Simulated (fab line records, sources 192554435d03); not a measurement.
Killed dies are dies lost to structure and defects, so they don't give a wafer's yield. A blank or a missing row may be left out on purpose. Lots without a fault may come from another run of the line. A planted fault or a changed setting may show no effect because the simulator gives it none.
Chamber matching | flow n5_finfet | N5_FIN_SAQP_ETCH_52 on rie_diel-01: 4 sister chambers
The step etches SOC in N2/H2, target depth 100 nm, overetch 20 nm, time 150 s. 8 wafers are shown with their chamber, then 11 later ones without.

WAFERS WITH THEIR CHAMBER
wafer  | chamber | drypump_motor_current_A (A) | showerhead_plenum_p_Torr (Torr)
L081.4 | 2       | 5.3                         | 2.40
L085.5 | 0       | 5.7                         | 2.57
L087.5 | 3       | 6.3                         | 2.50
L087.6 | 0       | 5.8                         | 2.57
L091.2 | 3       | 6.3                         | 2.50
L091.3 | 2       | 5.3                         | 2.71
L091.4 | 1       | 5.1                         | 2.71
L094.2 | 1       | 5.1                         | 2.71

WAFERS WITHOUT THEIR CHAMBER
wafer  | drypump_motor_current_A (A) | showerhead_plenum_p_Torr (Torr)
L094.4 | 5.8                         | 2.56
L094.5 | 6.3                         | 2.50
L095.1 | 5.8                         | 2.56
L095.3 | 6.3                         | 2.50
L095.6 | 6.3                         | 2.50
L096.2 | 5.3                         | 2.71
L096.4 | 6.3                         | 2.50
L096.6 | 5.1                         | 2.71
L097.1 | 5.3                         | 2.71
L097.2 | 5.1                         | 2.71
L097.5 | 6.3                         | 2.49

WHICH CHAMBER EACH WENT THROUGH
wafer  | from the rows above | in truth
L094.4 | 0                   | 0
L094.5 | 3                   | 3
L095.1 | 0                   | 0
L095.3 | 3                   | 3
L095.6 | 3                   | 3
L096.2 | 2                   | 2
L096.4 | 3                   | 3
L096.6 | 1                   | 1
L097.1 | 2                   | 2
L097.2 | 1                   | 1
L097.5 | 3                   | 3
Placed correctly: 11 of 11. Can't be placed from these rows: 0. Placed wrongly: 0.
How it was worked out, from the rows above alone: a wafer's distance from a chamber is the root of the sum, over the readings, of the square of ((its reading less the chamber's mean) divided by the reading's scatter). The wafer belongs to the nearest chamber; if the next one is less than 2 further off, it can't be placed. A chamber's mean is the mean of its shown wafers. The scatter: the root of (the sum of the squares of (reading less its chamber's mean) over the shown wafers, divided by (wafers less chambers)).
